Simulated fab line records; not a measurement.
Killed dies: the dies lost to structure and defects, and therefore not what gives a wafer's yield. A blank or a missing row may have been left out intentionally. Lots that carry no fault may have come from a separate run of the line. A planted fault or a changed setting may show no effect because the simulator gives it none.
fab line records	flow nand-harc
record: lots: 6	wafers: 18	last-day: 24
route steps=1159 shown A_STAIRCASE@555 END@1159
lots with no fault: from the same line, run without faults
start-h: the number of hours between the record's first day and the start of the first shown wafer of the lot	wait-h: how many hours have passed since the lot's step before this one	" repeats the value in the row above	L1.1+2: several wafers, shown together as one row	- no value, or no start given	* or withheld: withheld	< > ~ a bound
route shown NAME@n: NAME is a module with steps in the file, n the number in the route of the first one	usual: mean/standard deviation of fault-free wafers	same: alike in all rows	chamber/n: place in a boat	sites: per-site readings	_std_site: the standard deviation of these	_edge_site: outer sites' mean less inner sites'	radius-mm: how far each site lies from the wafer's centre	mask NAME#n: copy n	behind: the tool/chamber that last shaped the wafer	hold: cause of the lot's hold/its duration in hours/its outcome	device: whichever transistor did not switch (one of n, p or np)	end of line: tests run on the same wafers once the route is complete	a step without rows: its recipe alone	killed: dies lost to structure and defects at the first sort, not the wafer's yield	map: a wafer's dies, x killed, . not, _ none there
set.NAME: setting as actually run; set.NAME@STEP: the setting as run at that earlier step	model.NAME: the simulator's own value behind a step, which no gauge read
lots at some steps of the route; a table a step, a row a wafer
services: when a tool's chamber went out of use (start-h, in hours from the record's first day, below 0 if earlier), for how many hours, and the reason
== steps ==
step: NHARC_A_STAIRCASE_ETCH_19
recipe: target-depth-a: 1000	time-s: 40.5	ion-energy-ev: 400	c4f8-flow-sccm: 20	o2-flow-sccm: 10	ar-flow-sccm: withheld	rf-w: 600	bias-w: 1000	chemistry: C4F8/O2
usual: oes-product-au: 0.940/0.012	rf-vpp-V: 897/5.6
lot.wafer	tool	chamber	start-h	wait-h	oes-product-au	rf-hours-counter-h	rf-vpp-V
L750.1	rie-diel-08	1	-	-	0.947	51	893
L750.3	"	2	"	"	0.938	49	886
L750.6	"	0	"	"	0.937	-	898
L754.1	rie-diel-08	0	-	-	0.920	58	898
L754.4	"	1	"	"	0.948	56	894
L754.5	"	2	"	"	0.919	-	886
L756.3	rie-diel-01	3	-	-	0.940	54	900
L756.4	"	1	"	"	0.938	55	896
L756.6	"	2	"	"	0.943	-	893
L760.4	rie-diel-01	2	-	-	0.938	1	895
L760.1	"	0	"	"	0.933	1	905
L760.5	"	1	"	"	0.959	-	896
L764.1	rie-diel-08	1	-	-	0.928	17	893
L764.3	"	0	"	"	0.936	17	898
L764.6	"	2	"	"	0.936	-	906
L766.2	rie-diel-01	2	-	-	0.922	10	896
L766.3	"	0	"	"	0.933	12	905
L766.5	"	1	"	"	0.952	-	896
step: NHARC_A_STAIRCASE_TRIM_20
recipe: time-s: 211.2	o2-flow-sccm: 500	ar-flow-sccm: 0	bias-w: 0	chemistry: O2
step: NHARC_A_STAIRCASE_ETCH_21
recipe: target-depth-a: 1000	time-s: 40.5	ion-energy-ev: 400	c4f8-flow-sccm: 20	o2-flow-sccm: 10	ar-flow-sccm: withheld	rf-w: 600	bias-w: 1000	chemistry: C4F8/O2
step: NHARC_A_STAIRCASE_TRIM_22
recipe: time-s: 211.2	o2-flow-sccm: 500	ar-flow-sccm: 0	bias-w: 0	chemistry: O2
step: NHARC_A_STAIRCASE_ETCH_23
recipe: target-depth-a: 1000	time-s: 40.5	ion-energy-ev: 400	c4f8-flow-sccm: 20	o2-flow-sccm: 10	ar-flow-sccm: withheld	rf-w: 600	bias-w: 1000	chemistry: C4F8/O2
step: NHARC_A_STAIRCASE_TRIM_24
recipe: time-s: 211.2	o2-flow-sccm: 500	ar-flow-sccm: 0	bias-w: 0	chemistry: O2
step: NHARC_A_STAIRCASE_ETCH_25
recipe: target-depth-a: 1000	time-s: 40.5	ion-energy-ev: 400	c4f8-flow-sccm: 20	o2-flow-sccm: 10	ar-flow-sccm: withheld	rf-w: 600	bias-w: 1000	chemistry: C4F8/O2
step: NHARC_A_STAIRCASE_TRIM_26
recipe: time-s: 211.2	o2-flow-sccm: 500	ar-flow-sccm: 0	bias-w: 0	chemistry: O2
step: NHARC_A_STAIRCASE_ETCH_27
recipe: target-depth-a: 1000	time-s: 40.5	ion-energy-ev: 400	c4f8-flow-sccm: 20	o2-flow-sccm: 10	ar-flow-sccm: withheld	rf-w: 600	bias-w: 1000	chemistry: C4F8/O2
step: NHARC_A_STAIRCASE_STRIP_175
recipe: power-w: 1500	temp-c: 250	chemistry: O2
step: NHARC_A_STAIRCASE_STRIP_148
recipe: time-s: 900	temp-c: 130	chemistry: SPM
lot.wafer	tool	chamber	start-h	wait-h
L750.3+6+1	wet-bench-09	0,2,5	267.73	0.2
L754.4+1+5	wet-bench-09	4,6,7	285.03	0.2
L756.6+3+4	wet-bench-09	4,6,0	313.57	0.1
L760.1+4+5	wet-bench-04	3,4,5	328.21	0.3
L764.6+1+3	wet-bench-07	3,4,5	342.11	0.1
L766.2+3+5	wet-bench-07	5,6,1	361.40	0.3
step: NHARC_A_STAIRCASE_PRECLEAN_149
recipe: time-s: *	temp-c: 50	bath-age-min: 0	chemistry: SC1
step: NHARC_A_STAIRCASE_SRD_150
step: NHARC_A_STAIRCASE_DEHYDRATE_176
recipe: temp-c: 150	time-s: 120
step: NHARC_A_STAIRCASE_HMDS_177
recipe: time-s: 30
step: NHARC_A_STAIRCASE_COAT_178
recipe: spin-rpm: 1200
step: NHARC_A_STAIRCASE_SOFTBAKE_179
recipe: temp-c: 135	time-s: 170
step: NHARC_A_STAIRCASE_EBR_180
step: NHARC_A_STAIRCASE_EXPOSE_181
recipe: na: 0.5	dose-mj: 27.87	mask-id: STAIR_2
step: NHARC_A_STAIRCASE_PEB_182
recipe: peb-temp-c: 115	peb-time-s: 130
step: NHARC_A_STAIRCASE_DEVELOP_183
recipe: time-s: 140
step: NHARC_A_STAIRCASE_HARDBAKE_185
recipe: temp-c: 120	time-s: 140
step: NHARC_A_STAIRCASE_DESCUM_186
recipe: time-s: 3	o2-flow-sccm: 200	ar-flow-sccm: 0	bias-power-w: 0	chemistry: O2
usual: drypump-motor-current-A: 5.7/0.53	oes-product-au: 0.999/0.011	rf-vpp-V: 58.0/0.97	showerhead-plenum-p-Torr: 1.94/0.083	throttle-valve-pct: 11.312/0.0095
lot.wafer	tool	chamber	start-h	wait-h	drypump-motor-current-A	oes-product-au	rf-hours-counter-h	rf-vpp-V	showerhead-plenum-p-Torr	throttle-valve-pct
L750.3	rie-diel-02	3	268.89	-	6.6	0.991	43	57.7	1.83	11.307
L750.1	"	2	"	"	6.5	1.017	34	58.4	1.96	11.330
L750.6	"	2	"	"	6.5	1.010	-	59.7	1.96	11.321
L754.1	rie-diel-01	1	286.19	-	5.6	1.022	46	59.1	1.92	11.302
L754.4	"	3	"	"	5.0	1.017	45	58.7	1.96	11.328
L754.5	"	1	"	"	5.6	1.002	-	57.4	1.92	11.322
L756.4	rie-diel-08	2	314.73	-	5.6	0.995	1	58.7	2.08	11.312
L756.3	"	1	"	"	5.2	1.003	2	57.2	1.87	11.290
L756.6	"	2	"	"	5.6	1.001	-	57.5	2.08	11.294
L760.1	rie-diel-08	3	329.44	-	6.0	1.011	9	58.6	1.97	11.327
L760.4	"	0	"	"	5.5	1.011	9	57.2	1.95	11.318
L760.5	"	0	"	"	5.6	1.005	-	59.3	1.95	11.315
L764.1	rie-diel-02	2	343.26	-	6.5	0.993	2	57.5	1.95	11.300
L764.3	"	0	"	"	4.9	0.995	2	57.6	2.06	11.302
L764.6	"	2	"	"	6.5	0.979	-	57.7	1.95	11.294
L766.2	rie-diel-08	1	362.57	-	5.2	1.009	24	56.2	1.86	11.306
L766.3	"	2	"	"	5.6	0.993	22	58.5	2.07	11.321
L766.5	"	0	"	"	5.6	0.984	-	58.4	1.95	11.321
step: NHARC_A_STAIRCASE_TRIM_187
recipe: time-s: 211.2	o2-flow-sccm: 500	ar-flow-sccm: 0	bias-w: 0	chemistry: O2
step: NHARC_A_STAIRCASE_ETCH_188
recipe: target-depth-a: 1000	time-s: 40.5	ion-energy-ev: 400	c4f8-flow-sccm: 20	o2-flow-sccm: 10	ar-flow-sccm: withheld	rf-w: 600	bias-w: 1000	chemistry: C4F8/O2
usual: oes-product-au: 0.938/0.012	rf-vpp-V: 898/5.3
lot.wafer	tool	chamber	start-h	wait-h	oes-product-au	rf-hours-counter-h	rf-vpp-V
L750.1	rie-diel-02	3	-	-	0.935	44	891
L750.3	"	0	"	"	0.929	42	905
L750.6	"	3	"	"	0.945	-	890
L754.1	rie-diel-01	2	-	-	0.959	46	895
L754.4	"	3	"	"	0.961	45	899
L754.5	"	3	"	"	0.959	-	898
L756.4	rie-diel-08	0	-	-	0.926	2	897
L756.3	"	2	"	"	0.931	2	907
L756.6	"	0	"	"	0.923	-	900
L760.4	rie-diel-08	0	-	-	0.932	9	898
L760.1	"	1	"	"	0.934	10	893
L760.5	"	1	"	"	0.934	-	892
L764.3	rie-diel-02	0	-	-	0.964	2	905
L764.1	"	1	"	"	0.929	2	888
L764.6	"	0	"	"	0.960	-	904
L766.3	rie-diel-08	0	-	-	0.928	23	898
L766.2	"	2	"	"	0.938	22	905
L766.5	"	0	"	"	0.924	-	898
step: NHARC_A_STAIRCASE_TRIM_189
recipe: time-s: 211.2	o2-flow-sccm: 500	ar-flow-sccm: 0	bias-w: 0	chemistry: O2
usual: drypump-motor-current-A: 5.7/0.53	oes-product-au: 1.000/0.01	rf-vpp-V: 57.9/0.9	showerhead-plenum-p-Torr: 3.57/0.15	throttle-valve-pct: 17.038/0.009
lot.wafer	tool	chamber	start-h	wait-h	drypump-motor-current-A	oes-product-au	rf-hours-counter-h	rf-vpp-V	showerhead-plenum-p-Torr	throttle-valve-pct
L750.1	rie-diel-02	2	-	-	6.5	0.996	34	59.5	3.61	17.057
L750.3	"	0	"	"	4.9	1.009	42	57.9	3.78	17.058
L750.6	"	3	"	"	6.6	0.996	-	56.0	3.38	17.047
L754.4	rie-diel-01	2	-	-	5.5	1.008	46	58.2	3.49	17.030
L754.1	"	3	"	"	5.0	1.000	45	58.9	3.61	17.041
L754.5	"	2	"	"	5.5	0.987	-	59.4	3.49	17.020
L756.3	rie-diel-08	2	-	-	5.6	0.993	2	57.9	3.81	17.042
L756.4	"	3	"	"	6.0	0.993	2	56.9	3.63	17.041
L756.6	"	2	"	"	5.6	0.993	-	58.6	3.81	17.040
L760.1	rie-diel-08	3	-	-	6.0	1.002	9	58.0	3.63	17.033
L760.4	"	2	"	"	5.7	0.997	10	58.6	3.80	17.045
L760.5	"	0	"	"	5.5	0.990	-	58.0	3.59	17.047
L764.3	rie-diel-02	0	-	-	4.9	1.000	2	60.5	3.77	17.046
L764.1	"	1	"	"	5.2	0.980	2	57.5	3.33	17.011
L764.6	"	3	"	"	6.6	1.010	-	57.1	3.37	17.029
L766.3	rie-diel-08	2	-	-	5.6	1.008	22	59.7	3.80	17.024
L766.2	"	3	"	"	6.0	0.984	21	57.6	3.62	17.036
L766.5	"	2	"	"	5.6	0.993	-	57.6	3.79	17.047
step: NHARC_A_STAIRCASE_ETCH_190
recipe: target-depth-a: 1000	time-s: 40.5	ion-energy-ev: 400	c4f8-flow-sccm: 20	o2-flow-sccm: 10	ar-flow-sccm: withheld	rf-w: 600	bias-w: 1000	chemistry: C4F8/O2
step: NHARC_A_STAIRCASE_TRIM_191
recipe: time-s: 211.2	o2-flow-sccm: 500	ar-flow-sccm: 0	bias-w: 0	chemistry: O2
usual: drypump-motor-current-A: 5.6/0.53	oes-product-au: 0.999/0.0099	rf-vpp-V: 57.9/0.9	showerhead-plenum-p-Torr: 3.58/0.15	throttle-valve-pct: 17.036/0.0089
lot.wafer	tool	chamber	start-h	wait-h	drypump-motor-current-A	oes-product-au	rf-hours-counter-h	rf-vpp-V	showerhead-plenum-p-Torr	throttle-valve-pct
L750.1	rie-diel-02	2	-	-	6.5	1.001	34	57.3	3.61	17.042
L750.3	"	3	"	"	6.6	0.997	44	56.7	3.38	17.055
L750.6	"	2	"	"	6.5	1.001	-	57.1	3.61	17.024
L754.4	rie-diel-01	1	-	-	5.6	1.005	46	57.0	3.54	17.029
L754.1	"	2	"	"	5.5	0.988	46	57.8	3.49	17.047
L754.5	"	0	"	"	6.1	0.986	-	58.7	3.78	17.030
L756.3	rie-diel-08	2	-	-	5.6	0.994	2	58.4	3.81	17.040
L756.4	"	3	"	"	6.1	1.007	2	59.0	3.63	17.040
L756.6	"	1	"	"	5.2	1.005	-	57.8	3.45	17.029
L760.1	rie-diel-08	1	-	-	5.2	1.001	11	58.1	3.45	17.030
L760.4	"	0	"	"	5.5	0.998	10	58.5	3.59	17.039
L760.5	"	2	"	"	5.7	1.005	-	59.2	3.80	17.035
L764.1	rie-diel-02	0	-	-	4.9	1.008	2	57.4	3.77	17.033
L764.3	"	1	"	"	5.2	0.983	2	57.6	3.33	17.035
L764.6	"	0	"	"	4.9	1.007	-	59.3	3.77	17.029
L766.2	rie-diel-08	2	-	-	5.6	0.993	22	60.1	3.80	17.044
L766.3	"	3	"	"	6.0	0.985	21	58.6	3.62	17.026
L766.5	"	0	"	"	5.5	0.994	-	58.8	3.58	17.047
step: NHARC_A_STAIRCASE_ETCH_192
recipe: target-depth-a: 1000	time-s: 40.5	ion-energy-ev: 400	c4f8-flow-sccm: 20	o2-flow-sccm: 10	ar-flow-sccm: withheld	rf-w: 600	bias-w: 1000	chemistry: C4F8/O2
step: NHARC_A_STAIRCASE_TRIM_193
recipe: time-s: 211.2	o2-flow-sccm: 500	ar-flow-sccm: 0	bias-w: 0	chemistry: O2
step: NHARC_A_STAIRCASE_ETCH_194
recipe: target-depth-a: 1000	time-s: 40.5	ion-energy-ev: 400	c4f8-flow-sccm: 20	o2-flow-sccm: 10	ar-flow-sccm: withheld	rf-w: 600	bias-w: 1000	chemistry: C4F8/O2
step: NHARC_A_STAIRCASE_TRIM_196
recipe: time-s: 211.2	o2-flow-sccm: 500	ar-flow-sccm: 0	bias-w: 0	chemistry: O2
step: NHARC_A_STAIRCASE_ETCH_197
recipe: target-depth-a: 1000	time-s: 40.5	ion-energy-ev: 400	c4f8-flow-sccm: 20	o2-flow-sccm: 10	ar-flow-sccm: withheld	rf-w: 600	bias-w: 1000	chemistry: C4F8/O2
step: NHARC_A_STAIRCASE_TRIM_198
recipe: time-s: 211.2	o2-flow-sccm: 500	ar-flow-sccm: 0	bias-w: 0	chemistry: O2
step: NHARC_A_STAIRCASE_ETCH_199
recipe: target-depth-a: 1000	time-s: 40.5	ion-energy-ev: 400	c4f8-flow-sccm: 20	o2-flow-sccm: 10	ar-flow-sccm: withheld	rf-w: 600	bias-w: 1000	chemistry: C4F8/O2
step: NHARC_A_STAIRCASE_TRIM_200
recipe: time-s: 211.2	o2-flow-sccm: 500	ar-flow-sccm: 0	bias-w: 0	chemistry: O2
step: NHARC_A_STAIRCASE_ETCH_201
recipe: target-depth-a: 1000	time-s: 40.5	ion-energy-ev: 400	c4f8-flow-sccm: 20	o2-flow-sccm: 10	ar-flow-sccm: withheld	rf-w: 600	bias-w: 1000	chemistry: C4F8/O2
step: NHARC_A_STAIRCASE_TRIM_202
recipe: time-s: 211.2	o2-flow-sccm: 500	ar-flow-sccm: 0	bias-w: 0	chemistry: O2
step: NHARC_END_SORT_01
recipe: temp-c: 25
usual: killed-at-array: 28/11	killed-at-other: 0.6/0.85	killed-at-periphery: 2.8/2.3	killed-dies: 31/11	killed-open: 3.1/1.6	killed-short: 2.0/1.4
same: gross-dies: 677
lot.wafer	tool	chamber	start-h	wait-h	killed-at-array	killed-at-other	killed-at-periphery	killed-dies	killed-open	killed-short
L754.1	prober-01	0	490.38	2.4	114	0	0	114	4	4
L754.4	prober-01	0	492.73	3.3	119	1	0	120	2	1
L754.5	prober-01	0	493.52	3.6	98	1	1	100	5	3
L756.3	prober-01	0	517.12	3.1	98	1	4	103	4	1
L756.4	prober-01	0	517.91	3.4	98	0	0	98	0	0
L756.6	prober-01	0	519.50	4.0	100	0	1	101	2	0
killed by level:class
L754.1 A_STAIRCASE:unspecified=80 A_CHANNEL_HOLE_D1:chamber-film-flake=9 A_SLIT:chamber-film-flake=9 A_STAIRCASE:chamber-film-flake=5 A_CHANNEL_HOLE_D1:geometric-particle:short=2 A_CONTACT:geometric-particle:open=2 A_CONTACT:chamber-film-flake=2 A_CHANNEL_FILL_D1:geometric-particle:short=1
L754.4 A_STAIRCASE:unspecified=79 A_CHANNEL_HOLE_D1:chamber-film-flake=15 A_SLIT:chamber-film-flake=12 A_STAIRCASE:chamber-film-flake=10 A_CHANNEL_FILL_D1:geometric-particle:short=1 A_WL_FILL:geometric-particle:open=1 STARTING-WAFER:geometric-particle:open=1 A_CONTACT:chamber-film-flake=1
L754.5 A_STAIRCASE:unspecified=52 A_STAIRCASE:chamber-film-flake=13 A_CHANNEL_HOLE_D1:chamber-film-flake=12 A_SLIT:chamber-film-flake=12 A_CHANNEL_FILL_D1:geometric-particle:short=2 A_ONON_D1:geometric-particle:open=1 A_CHANNEL_HOLE_D1:geometric-particle:open=1 A_CHANNEL_FILL_D1:geometric-particle:open=1
L756.3 A_STAIRCASE:unspecified=83 A_STAIRCASE:chamber-film-flake=4 P_M2:chamber-film-flake=3 A_WL_FILL:geometric-particle:open=2 A_CHANNEL_HOLE_D1:chamber-film-flake=2 A_CONTACT:chamber-film-flake=2 P_M0:geometric-particle:open=1 A_CHANNEL_FILL_D1:geometric-particle:short=1
L756.4 A_STAIRCASE:unspecified=83 A_STAIRCASE:chamber-film-flake=7 A_CONTACT:chamber-film-flake=5 A_CHANNEL_HOLE_D1:chamber-film-flake=2 A_ZERO_WELL:chamber-film-flake=1
L756.6 A_STAIRCASE:unspecified=87 A_STAIRCASE:chamber-film-flake=4 A_ZERO_WELL:chamber-film-flake=3 A_CHANNEL_HOLE_D1:chamber-film-flake=3 A_BONDPAD:chamber-film-flake=2 P_CONTACT:geometric-particle:open=1 A_CHANNEL_FILL_D1:geometric-particle:open=1
map L754.4 (x killed, . not)
____________.____________
_________x......_________
_______..........._______
______.............______
_____..............._____
____............x.x..____
____...............x.____
___........x.x.x......___
___x......x.xx.x.x....___
__......x..xxxx.xxx....__
__......xxxxxxxx..x....__
_.......xxxxxxxx.x..x..._
_.......xxxxxxx..xx....._
_.....x.xxxxxxx........._
_......xxxxxxxx........._
_.......xxxxxxx.x......._
.......x.xxxxxxx.........
........xxxxxxx.x........
.........xx.xxx..........
.......x.x.x.x...........
..........x..x...........
_.........x....x........_
_.........xx.xx........._
_.............xx........_
_.......x..x..x.x......._
_......................._
__.....................__
__.....................__
___...................___
___........x..........___
____............x....____
____.................____
_____x.....x........_____
______......xx.....______
_______...x....x.._______
_________......._________
____________.____________
map L756.3 (x killed, . not)
____________.____________
_________......._________
_______......x...._______
______.....x.......______
_____x.............._____
____.............x...____
____.................____
___...................___
___..........x.x......___
__..............x.x.xx.__
__.................xx.x__
_..........x....xxxxxxx._
_.............x.xxxxxxxx_
_.........x...x.xxxxxxxx_
_.............xxxxxxxxxx_
_x..x.x.......x.xxxxxxx._
.............x..xxxxxxxx.
.........x.....xxxxxxxxx.
......x.........xxxxx....
.................xxxxx...
................xx..x....
_................x.x..x._
_.x....................._
_.............x........._
_.................x....._
_......................._
__..x..................__
__.....................__
___...................___
___................x..___
____............x....____
____.................____
_____..............._____
______.............______
_______..........._______
_________......._________
____________.____________
== services ==
tool	chamber	start-h	hours	kind
rie-diel-02	1	250.78	36.2	repair
rie-diel-08	0	256.59	-	clean
rie-diel-08	1	256.59	-	clean
rie-diel-08	2	256.59	-	clean
rie-diel-08	3	256.59	-	clean
wet-bench-07	-	272.01	8.0	pm
rie-diel-08	0	281.09	-	clean
rie-diel-08	1	281.09	-	clean
rie-diel-08	2	281.09	-	clean
rie-diel-08	3	281.09	-	clean
wet-bench-09	-	288.80	8.0	pm
rie-diel-08	-	301.86	9.0	pm
rie-diel-08	0	301.86	9.0	vent-cycle
rie-diel-08	1	301.86	9.0	vent-cycle
rie-diel-08	2	301.86	9.0	vent-cycle
rie-diel-08	3	301.86	9.0	vent-cycle
rie-diel-02	0	307.41	9.1	repair
rie-diel-08	0	310.86	-	clean
rie-diel-08	1	310.86	-	clean
rie-diel-08	2	310.86	-	clean
rie-diel-01	-	315.37	9.0	pm
rie-diel-02	-	327.83	9.0	pm
wet-bench-04	-	339.20	8.0	pm
rie-diel-01	2	340.21	7.5	repair
== key ==
first-sign: step: NHARC_END_SORT_01	reading: killed-at-array	direction: up	sigmas: 6.7	usual: 28	struck: 104
effect: step: NHARC_END_SORT_01	reading: killed-dies	direction: up	sigmas: 6.5	usual: 31	struck: 106
more-kills-born-at: NHARC_A_STAIRCASE_STRIP_148@wet-bench-09: 464
met-at NHARC_A_STAIRCASE_STRIP_148
struck-wafers L754.1,L754.4,L754.5,L756.3,L756.4,L756.6
tester-left-out L754,L756
onset-between 267.73 285.03
fault: kind: chamber-particle-source	tool: wet-bench-09	chamber: -	onset-h: 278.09	steps: NHARC_A_STAIRCASE_STRIP_148	rate-per-visit-cm2: 0.88358	end-h: 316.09
tester-left-out: of these lots the tester's yield and bins aren't shown, on N5 and GAA mostly nor the transistor test; their killed dies are dies lost to structure and defects alone, not to doping, threshold or leakage, so they don't give the yield
